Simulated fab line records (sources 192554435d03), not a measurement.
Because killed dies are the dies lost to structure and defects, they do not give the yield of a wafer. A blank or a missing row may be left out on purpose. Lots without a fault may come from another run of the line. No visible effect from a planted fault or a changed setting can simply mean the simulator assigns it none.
fab line records	flow n5-finfet
record lots=7	wafers=21
route steps=1938 shown BEOL_M0_SAQP@638 BEOL_M0@726 BEOL_M1@783 BEOL_M3@960 BEOL_M5@1116
start-h: start of the lot's first displayed wafer, in hours after the record's first day	wait-h: hours elapsed since this lot's preceding step	" repeats the value in the row above	L1.1+2: several wafers, shown together as one row	- either no value or no given start	* or withheld: withheld	< > ~ a bound
route shown NAME@n: NAME is a module with steps in the file, n the number in the route of the first one	usual: mean and standard deviation over wafers with no fault	same: alike in all rows	chamber/n: place in a boat	sites: each site's reading	_std_site: how widely they spread, as a standard deviation	_edge_site: inner sites' mean taken away from outer sites' mean	radius-mm: how far each site lies from the wafer's centre	mask NAME#n: copy n	behind: the last tool/chamber to shape the wafer	hold: reason for holding the lot/hours on hold/outcome of the hold	device: transistor that didn't switch, given as n, p or np	end of line: at the end of the route, the tests of the same wafers	step lacking rows: just its recipe	killed: not the wafer's yield, but the dies lost to structure and defects at the first sort	map: a wafer's dies, x killed, . not, _ none there
set.NAME: the setting as run; set.NAME@STEP: as run at that earlier step	model.NAME: the simulator's own value behind a step, which no gauge read
lots run with intentionally changed settings; tables by step, rows by wafer
## steps
# step N5_BEOL_M0_SAQP_PECVD_04
# recipe material=a-Si	target-thk-a=600	temp-c=350	precursor=SiH4/He	pressure-torr=3	rf-w=100	time-s=60.2
lot.wafer	tool	chamber	start-h	wait-h	set.time-s	model.a-Si_of_BEOL_M0_SAQP_PECVD_04.thk-nm
L078.1	pecvd-02	1	139.89	0.0	63.15	62.6
L078.2	"	0	"	"	60.2	60.2
L078.5	"	2	"	"	60.2	59.8
L083.1	pecvd-01	0	162.64	0.0	60.2	59
L083.4	"	0	"	"	60.2	60.4
L083.6	"	2	"	"	60.2	60.2
L084.1	pecvd-04	1	169.21	0.0	60.2	59.6
L084.3	"	0	"	"	60.2	58.8
L084.6	"	0	"	"	60.2	61
L085.4	pecvd-02	2	179.61	0.0	56.03	55.4
L085.5	"	0	"	"	60.2	60.4
L085.6	"	1	"	"	60.2	61
L093.1	pecvd-01	1	224.11	0.0	60.2	60.4
L093.4	"	1	"	"	60.2	61
L093.5	"	1	"	"	60.2	60.2
L094.1	pecvd-04	1	230.71	0.0	51.19	51.2
L094.2+3	"	2,0	"	"	60.2	60.4
L097.2	pecvd-02	2	242.46	0.0	53.82	52.2
L097.3	"	2	"	"	60.2	59.4
L097.4	"	1	"	"	53.82	53.8
# step N5_BEOL_M0_SAQP_THK_MEAS_05
# usual thk-nm=60.1/0.81
lot.wafer	tool	chamber	start-h	wait-h	set.time-s@BEOL_M0_SAQP_PECVD_04	thk-nm
L078.1	film-metro-02	-	139.98	0.1	63.15	62.7
L078.2	"	-	"	"	60.2	60.1
L078.5	"	-	"	"	60.2	59.8
L083.1	film-metro-01	-	162.74	0.1	60.2	59.0
L083.4	"	-	"	"	60.2	60.4
L083.6	"	-	"	"	60.2	60.3
L084.1	film-metro-02	-	169.30	0.1	60.2	59.7
L084.3	"	-	"	"	60.2	58.7
L084.6	"	-	"	"	60.2	61.0
L085.4	film-metro-02	-	179.68	0.0	56.03	55.4
L085.5	"	-	"	"	60.2	60.5
L085.6	"	-	"	"	60.2	61.0
L093.1	film-metro-01	-	224.24	0.1	60.2	60.4
L093.4	"	-	"	"	60.2	60.9
L093.5	"	-	"	"	60.2	60.1
L094.1	film-metro-02	-	230.81	0.1	51.19	51.3
L094.2	"	-	"	"	60.2	60.3
L094.3	"	-	"	"	60.2	60.4
L097.2	film-metro-02	-	242.59	0.1	53.82	52.1
L097.3	"	-	"	"	60.2	59.5
L097.4	"	-	"	"	53.82	53.9
# step N5_BEOL_M0_SAQP_HM_DEP_111
# recipe material=SiO2	target-thk-a=120	temp-c=400	precursor=SiH4/N2O	pressure-torr=0.75	rf-w=275	time-s=7.2
# step N5_BEOL_M0_SAQP_COAT_81
# recipe resist=SOC	temp-c=250	time-s=60	spin-rpm=1500	resist-thk-nm=100
# step N5_BEOL_M0_SAQP_HM_OPEN_112
# recipe chemistry=CHF3/O2	target=SiO2	stop-on=a-Si	target-depth-a=120	over-etch-frac=1.25	mask-material=SOC	time-s=13.5	pressure-mtorr=30	source-w=650	bias-w=170	Ar_flow_sccm=200	CHF3_flow_sccm=50	O2_flow_sccm=5	ion-energy-ev=200	ends=end-point
# step N5_BEOL_M0_SAQP_STRIP_113
# recipe chemistry=CHF3/O2	resist=SiARC	rf-frequency-hz=6e+07
# step N5_BEOL_M0_SAQP_MANDREL_ETCH_20
# recipe target-depth-a=600	chemistry=HBr/Cl2	target=a-Si	stop-on=SiNx	bt-time-s=10	mask-material=SOC	over-etch-frac=0.5	time-s=30	pressure-mtorr=10	icp-w=800	bias-w=75	HBr_flow_sccm=150	Cl2_flow_sccm=80	ends=end-point
# usual oes-product-au=0.779/0.012
lot.wafer	tool	chamber	start-h	wait-h	set.time-s@BEOL_M0_SAQP_PECVD_04	oes-product-au	model.etch.depth-nm
L078.1	rie-si-03	0	140.84	0.0	63.15	0.784	62.7
L078.2	"	1	"	"	60.2	0.788	60.11
L078.5	"	1	"	"	60.2	0.785	59.83
L083.1	rie-si-06	3	163.46	0.0	60.2	0.770	59
L083.4	"	0	"	"	60.2	0.796	60.39
L083.6	"	3	"	"	60.2	0.781	60.21
L084.1	rie-si-05	3	170.03	0.0	60.2	0.769	59.63
L084.3	"	2	"	"	60.2	0.761	58.65
L084.6	"	2	"	"	60.2	0.781	60.96
L085.4	rie-si-06	1	180.52	0.0	56.03	0.747	55.36
L085.5	"	2	"	"	60.2	0.786	60.34
L085.6	"	1	"	"	60.2	0.777	60.92
L093.1	rie-si-03	3	224.96	0.0	60.2	0.791	60.35
L093.4	"	0	"	"	60.2	0.769	60.93
L093.5	"	0	"	"	60.2	0.770	60.15
L094.1	rie-si-05	2	231.53	0.0	51.19	0.700	51.19
L094.2	"	0	"	"	60.2	0.787	60.25
L094.3	"	3	"	"	60.2	0.772	60.42
L097.2	rie-si-06	0	243.43	0.0	53.82	0.724	52.15
L097.3	"	3	"	"	60.2	0.761	59.41
L097.4	"	1	"	"	53.82	0.736	53.87
# step N5_BEOL_M0_SAQP_STRIP_86
# recipe chemistry=N2/H2	power-w=500	temp-c=40	pressure-mtorr=50	rf-frequency-hz=6e+07	overash-fraction=0.3	bias-power-w=28	h2-frac=0.5	n2-flow-sccm=300	h2-flow-sccm=300
# step N5_BEOL_M0_SAQP_STRIP_115
# recipe chemistry=post-etch-residue-remover	time-s=60	temp-c=25	remover-ph=withheld	remover-water-wt-pct=withheld	remover-fluoride-wt-pct=withheld
# step N5_BEOL_M0_SAQP_ETCH_101
# recipe chemistry=CH3F/O2	target=SiNx	mask-material=SiO2	target-depth-a=299	time-s=42.7	pressure-mtorr=30	source-w=395	bias-w=73	Ar_flow_sccm=150	CH3F_flow_sccm=30	O2_flow_sccm=20	ion-energy-ev=120
# step N5_BEOL_M0_SAQP_ETCH_102
# recipe chemistry=CF4	target=SiO2	target-depth-a=40	ion-energy-ev=350	time-s=4.4	pressure-mtorr=10	icp-w=800	bias-w=400	cf4-flow-sccm=80
# step N5_BEOL_M0_SAQP_MANDREL_ETCH_103
# recipe chemistry=HBr/Cl2	target=a-Si	target-depth-a=450	bt-time-s=10	stop-on=SiCN	mask-material=SiO2	over-etch-frac=0.8	time-s=27	pressure-mtorr=10	icp-w=800	bias-w=75	HBr_flow_sccm=150	Cl2_flow_sccm=80	ends=end-point
lot.wafer	tool	chamber	start-h	wait-h	set.time-s@BEOL_M0_SAQP_PECVD_96	model.etch.depth-nm
L078.1	rie-si-03	3	142.31	0.0	47.31	46.79
L078.2	"	0	"	"	47.31	46.37
L078.5	"	2	"	"	45.2	45.45
L083.1	rie-si-06	2	164.92	0.0	45.2	44.57
L083.4	"	3	"	"	45.2	45
L083.6	"	2	"	"	45.2	45.02
L084.1	rie-si-03	2	171.94	0.0	45.2	44.87
L084.3	"	1	"	"	45.2	44.49
L084.6	"	1	"	"	45.2	44.71
L085.4	rie-si-06	1	182.67	0.0	45.2	45.74
L085.5	"	1	"	"	45.2	45.84
L085.6	"	0	"	"	45.2	45.35
L093.1	rie-si-03	1	226.49	0.0	45.2	44.69
L093.4	"	2	"	"	45.2	44.9
L093.5	"	3	"	"	45.2	45
L094.1	rie-si-06	3	233.11	0.0	40.35	39.96
L094.2	"	0	"	"	45.2	44.41
L094.3	"	1	"	"	45.2	44.39
L097.2	rie-si-05	2	244.96	0.0	41.52	41.37
L097.3	"	3	"	"	41.52	42.27
L097.4	"	0	"	"	41.52	42.14
# step N5_BEOL_M0_SAQP_RECESS_104
# recipe chemistry=HF/NH3	target=SiO2	target-depth-a=180	afs-cycles=3	temp-c=30	sublimation-temp-c=180	sublimation-time-s=60
# step N5_BEOL_M0_SAQP_COAT_105
# recipe resist=SOC	temp-c=250	time-s=60	spin-rpm=1500	resist-thk-nm=100
# step N5_BEOL_M0_SAQP_STRIP_108
# recipe chemistry=N2/H2	power-w=500	temp-c=40	pressure-mtorr=50	rf-frequency-hz=6e+07	overash-fraction=0.3	bias-power-w=28	h2-frac=0.5	n2-flow-sccm=300	h2-flow-sccm=300
# step N5_BEOL_M0_SAQP_RECESS_109
# recipe chemistry=HF/NH3	target=SiO2	target-depth-a=30	afs-cycles=1	temp-c=30	sublimation-temp-c=180	sublimation-time-s=60
# step N5_BEOL_M0_SAQP_SPACER2_ALD_26
# recipe material=SiO2	target-thk-a=150	temp-c=300	ald-precursor-family=BDEAS	ald-co-reactant=O2-plasma	pulse-time-s=1	purge-time-s=2	co-reactant-purge-time-s=2	pressure-torr=2
lot.wafer	tool	chamber	start-h	wait-h	set.time-s@BEOL_M0_SAQP_PECVD_96	model.a-Si_of_BEOL_M0_SAQP_PECVD_96.thk-nm
L078.1	ald-sin-03	1	143.14	0.1	47.31	46
L078.2	"	3	"	"	47.31	45.6
L078.5	"	0	"	"	45.2	44.8
L083.1	ald-sin-03	2	165.75	0.1	45.2	43.8
L083.4+6	"	1,3	"	"	45.2	44.2
L084.1	ald-sin-01	3	172.98	0.3	45.2	44.2
L084.3	"	2	"	"	45.2	43.8
L084.6	"	2	"	"	45.2	44
L085.4	ald-sin-01	1	184.40	1.0	45.2	45
L085.5	"	1	"	"	45.2	45.2
L085.6	"	2	"	"	45.2	44.6
L093.1	ald-sin-04	1	227.43	0.1	45.2	44
L093.4+5	"	0	"	"	45.2	44.2
L094.1	ald-sin-01	3	233.95	0.1	40.35	39.2
L094.2+3	"	2,1	"	"	45.2	43.6
L097.2	ald-sin-01	1	246.35	0.1	41.52	40.6
L097.3	"	0	"	"	41.52	41.6
L097.4	"	3	"	"	41.52	41.4
# step N5_BEOL_M0_ETCH_109
# recipe chemistry=CH3F/O2	target-depth-a=80	overetch-a=24	target=SiCN	time-s=27.4	ion-energy-ev=120	pressure-mtorr=30	source-w=395	bias-w=75	Ar_flow_sccm=150	CH3F_flow_sccm=30	O2_flow_sccm=20
# usual rf-vpp-V=297.8/1.1
lot.wafer	tool	chamber	start-h	wait-h	set.bias-w	rf-vpp-V
L078.1	rie-diel-06	2	148.16	0.2	85.79	323.0
L078.2	"	0	"	"	75	296.5
L078.5	"	2	"	"	85.79	324.9
L083.1	rie-diel-06	2	171.66	0.3	75	297.6
L083.4	"	3	"	"	75	297.4
L083.6	"	3	"	"	75	299.6
L084.1	rie-diel-02	1	178.99	0.1	75	296.5
L084.3	"	3	"	"	75	297.1
L084.6	"	1	"	"	70.41	285.2
L085.4	rie-diel-06	1	192.89	0.1	75	297.8
L085.5	"	1	"	"	75	297.7
L085.6	"	0	"	"	75	297.0
L093.1	rie-diel-02	3	232.77	0.0	75	297.8
L093.4	"	1	"	"	75	297.7
L093.5	"	3	"	"	75	297.0
L094.1	rie-diel-05	0	237.66	0.0	79.36	308.2
L094.2	"	1	"	"	75	299.2
L094.3	"	2	"	"	79.36	311.0
L097.2	rie-diel-06	1	251.46	0.4	82.76	316.6
L097.3	"	3	"	"	82.76	315.8
L097.4	"	2	"	"	75	298.3
# step N5_BEOL_M1_EXPOSE_25
# recipe mask-id=V0	na=0.33	source-shape=quasar	sigma-inner=0.2	sigma-outer=0.8	polarization=unpolarized	defocus-nm=5	target-cd-nm=24	dose-mj=63
lot.wafer	tool	chamber	start-h	wait-h	mask	set.dose-mj
L078.1+2	euv-scanner-02	0	154.46	-	V0#0	63
L078.5	"	0	"	"	V0#0	64.33
L083.1+4+6	euv-scanner-02	0	180.14	-	V0#0	63
L084.1+6	euv-scanner-02	0	183.55	-	V0#0	63
L084.3	"	0	"	"	V0#0	66.67
L085.4+5+6	euv-scanner-01	0	197.63	-	V0#0	63
L093.1+4	euv-scanner-02	0	238.42	-	V0#0	65.35
L093.5	"	0	"	"	V0#0	63
L094.1	euv-scanner-02	0	243.52	-	V0#0	59
L094.2+3	"	0	"	"	V0#0	63
L097.2+3+4	euv-scanner-01	0	258.19	-	V0#0	63
# step N5_BEOL_M1_PEB_26
# recipe peb-temp-c=100	peb-time-s=60	resist=CAR-EUV
# step N5_BEOL_M1_DEVELOP_27
# recipe develop-time-s=30	developer=TMAH	resist=CAR-EUV	rinse-liquid=surfactant-rinse	dry=air-spin	dev-temp-c=23
# step N5_BEOL_M1_CD_MEAS_28
# recipe landing-energy-ev=500	detector=se-inlens	target-cd-y-nm=23.3
# usual cd-nm=23.91/0.26
lot.wafer	tool	chamber	start-h	wait-h	set.dose-mj@BEOL_M1_EXPOSE_25	cd-nm
L078.1	cd-sem-02	0	154.61	-	63	23.75
L078.2	"	0	"	"	63	23.85
L078.5	"	0	"	"	64.33	24.37
L083.1	cd-sem-02	0	180.29	-	63	23.29
L083.4	"	0	"	"	63	23.74
L083.6	"	0	"	"	63	23.82
L084.1	cd-sem-02	0	183.69	-	63	24.07
L084.3	"	0	"	"	66.67	24.95
L084.6	"	0	"	"	63	23.79
L085.4	cd-sem-01	0	197.75	-	63	23.64
L085.5	"	0	"	"	63	23.46
L085.6	"	0	"	"	63	23.24
L093.1	cd-sem-03	0	238.56	-	65.35	24.64
L093.4	"	0	"	"	65.35	24.89
L093.5	"	0	"	"	63	23.95
L094.1	cd-sem-01	0	243.67	-	59	22.25
L094.2	"	0	"	"	63	23.30
L094.3	"	0	"	"	63	23.80
L097.2	cd-sem-01	0	258.33	-	63	24.13
L097.3	"	0	"	"	63	23.77
L097.4	"	0	"	"	63	23.95
# step N5_BEOL_M1_DESCUM_33
# recipe chemistry=O2	time-s=7	source-power-w=50	bias-power-w=20	pressure-mtorr=20	rf-frequency-hz=2.712e+07	temp-c=40	resist=CAR-EUV	o2-flow-sccm=225
lot.wafer	tool	chamber	start-h	wait-h	set.time-s	model.CAR-EUV_of_BEOL_M1_COAT_22.thk-nm
L078.1+5	rie-diel-04	0,3	155.05	0.4	6.079	26.6
L078.2	"	3	"	"	7	26
L083.1+6	rie-diel-03	0,1	180.41	0.0	7	26.2
L083.4	"	3	"	"	7	26
L084.1	rie-diel-03	1	183.82	0.0	7	26
L084.3	"	2	"	"	7	26.2
L084.6	"	3	"	"	6.04	26.4
L085.4+6	rie-diel-01	3,1	197.89	0.0	7	26.2
L085.5	"	2	"	"	5.597	26.8
L093.1+4	rie-diel-03	1,3	238.68	0.0	5.433	27
L093.5	"	1	"	"	7	26.2
L094.1	rie-diel-04	2	243.79	0.0	8.542	25.4
L094.2+3	"	1,3	"	"	7	26
L097.2+3+4	rie-diel-04	3,2,0	258.45	0.0	7	26.2
# step N5_BEOL_M1_ETCH_77
# recipe chemistry=N2/H2	target=underlayer	target-depth-a=65	mask-material=CAR-EUV	time-s=5.2	ion-energy-ev=200	pressure-mtorr=30	source-w=840	bias-w=150	n2-flow-sccm=200	h2-flow-sccm=200	ends=cleared
lot.wafer	tool	chamber	start-h	wait-h	set.time-s@BEOL_M1_DESCUM_33	model.CAR-EUV_of_BEOL_M1_COAT_22.thk-nm
L078.1	rie-diel-04	0	155.08	0.0	6.079	21
L078.2	"	3	"	"	7	20.2
L078.5	"	3	"	"	6.079	20.8
L083.1+4+6	rie-diel-03	0,3,1	180.45	0.0	7	20.4
L084.1+3	rie-diel-03	1,2	183.85	0.0	7	20.4
L084.6	"	3	"	"	6.04	20.8
L085.4	rie-diel-01	3	197.91	0.0	7	20.4
L085.5	"	2	"	"	5.597	21
L085.6	"	1	"	"	7	20.6
L093.1	rie-diel-03	1	238.72	0.0	5.433	21.4
L093.4	"	3	"	"	5.433	21.2
L093.5	"	1	"	"	7	20.4
L094.1	rie-diel-04	2	243.82	0.0	8.542	19.6
L094.2+3	"	1,3	"	"	7	20.2
L097.2+3+4	rie-diel-04	3,2,0	258.48	0.0	7	20.6
# step N5_BEOL_M1_ETCH_69
# recipe chemistry=CF4	target=SiARC	target-depth-a=156	mask-material=CAR-EUV	time-s=26	ion-energy-ev=80	pressure-mtorr=40	source-w=545	bias-w=36	Ar_flow_sccm=100	cf4-flow-sccm=100	ends=cleared
# step N5_BEOL_M1_ALD_98
# recipe material=SiO2	target-thk-a=25	temp-c=100	ald-precursor-family=BDEAS	ald-co-reactant=O2-plasma	pulse-time-s=1	co-reactant-pulse-time-s=1	purge-time-s=2	co-reactant-purge-time-s=2	ald-cycles=17	pressure-torr=2
# step N5_BEOL_M1_ETCHBACK_99
# recipe chemistry=CHF3	target=SiO2	target-depth-a=50	time-s=10.4	source-w=215	bias-w=47	Ar_flow_sccm=200	CHF3_flow_sccm=12	ion-energy-ev=100	pressure-mtorr=30
lot.wafer	tool	chamber	start-h	wait-h	set.time-s@BEOL_M1_DESCUM_33	model.CAR-EUV_of_BEOL_M1_COAT_22.thk-nm
L078.1+5	rie-diel-01	1,3	155.65	0.4	6.079	11
L078.2	"	2	"	"	7	10.4
L083.1+6	rie-diel-01	1,3	181.35	0.8	7	10.6
L083.4	"	0	"	"	7	10.4
L084.1+3	rie-diel-01	2,0	184.43	0.1	7	10.4
L084.6	"	1	"	"	6.04	10.8
L085.4	rie-diel-04	1	201.07	3.0	7	10.4
L085.5	"	2	"	"	5.597	11
L085.6	"	3	"	"	7	10.6
L093.1	rie-diel-03	0	245.02	6.2	5.433	11.4
L093.4	"	0	"	"	5.433	11.2
L093.5	"	2	"	"	7	10.6
L094.1	rie-diel-01	0	245.50	1.5	8.542	9.6
L094.2	"	3	"	"	7	10.4
L094.3	"	1	"	"	7	10.2
L097.2+3+4	rie-diel-03	2,3,1	259.97	0.7	7	10.6
# step N5_BEOL_M3_COAT_22
# recipe resist=CAR-EUV	spin-rpm=1500	resist-thk-nm=30
lot.wafer	tool	chamber	start-h	wait-h	set.spin-rpm	model.CAR-EUV_of_BEOL_M3_COAT_22.thk-nm
L078.1	litho-track-05	0	-	-	1500	30
L078.2	"	0	"	"	1500	30.2
L078.5	"	0	"	"	1441	30.6
L083.1+4+6	litho-track-02	0	-	-	1500	30
L084.1	litho-track-02	0	-	-	1500	30
L084.3	"	0	"	"	1441	30.8
L084.6	"	0	"	"	1441	30.6
L085.4+5	litho-track-02	0	-	-	1500	30.2
L085.6	"	0	"	"	1447	30.8
L093.1	litho-track-03	0	-	-	1500	30
L093.4+5	"	0	"	"	1500	29.8
L094.1+3	litho-track-02	0	-	-	1500	30
L094.2	"	0	"	"	1448	30.6
L097.2	litho-track-05	0	-	-	1664	28.4
L097.3	"	0	"	"	1664	28.6
L097.4	"	0	"	"	1500	30
# step N5_BEOL_M5_HM_DEP_02
# recipe material=TiN	target-thk-a=200	temp-c=25	chamber-pressure-pa=0.49996
lot.wafer	tool	chamber	start-h	wait-h	set.target-thk-a	model.TiN_of_BEOL_M5_HM_DEP_02.thk-nm
L078.1	pvd-sputter-02	-	195.41	0.8	200	20
L078.2	"	-	"	"	200	20.4
L078.5	"	-	"	"	200	20.2
L083.1	pvd-sputter-02	-	224.66	0.4	200	20.2
L083.4+6	"	-	"	"	200	20.4
L084.1	pvd-sputter-02	-	232.80	0.8	211.6	21
L084.3	"	-	"	"	211.6	21.4
L084.6	"	-	"	"	200	19.8
L085.4	pvd-sputter-03	-	239.43	1.5	200	20.2
L085.5	"	-	"	"	200	19.8
L085.6	"	-	"	"	200	20
L093.1	pvd-sputter-03	-	283.45	0.5	200	20
L093.4	"	-	"	"	200	20.2
L093.5	"	-	"	"	218.8	22
L094.1+2	pvd-sputter-03	-	288.15	2.7	200	20
L094.3	"	-	"	"	200	20.2
L097.2	pvd-sputter-01	-	305.41	0.1	192.5	19
L097.3	"	-	"	"	200	19.8
L097.4	"	-	"	"	192.5	18.8
## key
split step=N5_BEOL_M0_SAQP_PECVD_04	setting=time-s	stated=60.2	by=wafer
response step=N5_BEOL_M0_SAQP_PECVD_04	reading=model.a-Si_of_BEOL_M0_SAQP_PECVD_04.thk-nm	change=+0.624	per=1%	r=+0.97
response step=N5_BEOL_M0_SAQP_THK_MEAS_05	reading=thk-nm	change=*	per=1%	r=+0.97
response step=N5_BEOL_M0_SAQP_MANDREL_ETCH_20	reading=oes-product-au	change=+0.00427	per=1%	r=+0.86
response step=N5_BEOL_M0_SAQP_MANDREL_ETCH_20	reading=model.etch.depth-nm	change=+0.624	per=1%	r=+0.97
split step=N5_BEOL_M0_ETCH_109	setting=bias-w	stated=75	by=wafer
response step=N5_BEOL_M0_ETCH_109	reading=rf-vpp-V	change=+1.85	per=1%	r=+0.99
split step=N5_BEOL_M1_EXPOSE_25	setting=dose-mj	stated=63	by=wafer
response step=N5_BEOL_M1_CD_MEAS_28	reading=cd-nm	change=+0.2	per=1%	r=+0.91
split step=N5_BEOL_M1_DESCUM_33	setting=time-s	stated=7	by=wafer
response step=N5_BEOL_M1_DESCUM_33	reading=model.CAR-EUV_of_BEOL_M1_COAT_22.thk-nm	change=-0.0315	per=1%	r=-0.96
response step=N5_BEOL_M1_ETCH_77	reading=model.CAR-EUV_of_BEOL_M1_COAT_22.thk-nm	change=-0.0332	per=1%	r=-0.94
response step=N5_BEOL_M1_ETCHBACK_99	reading=model.CAR-EUV_of_BEOL_M1_COAT_22.thk-nm	change=-0.0312	per=1%	r=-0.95
split step=N5_BEOL_M3_COAT_22	setting=spin-rpm	stated=1500	by=wafer
response step=N5_BEOL_M3_COAT_22	reading=model.CAR-EUV_of_BEOL_M3_COAT_22.thk-nm	change=-0.145	per=1%	r=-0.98
split step=N5_BEOL_M5_HM_DEP_02	setting=target-thk-a	stated=200	by=wafer
response step=N5_BEOL_M5_HM_DEP_02	reading=model.TiN_of_BEOL_M5_HM_DEP_02.thk-nm	change=+0.216	per=1%	r=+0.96
split outside-this-file step=N5_BEOL_M0_SAQP_PECVD_96 setting=time-s
# split outside-this-file: this setting was split too, and the file shows its column; the key of that split is in another file
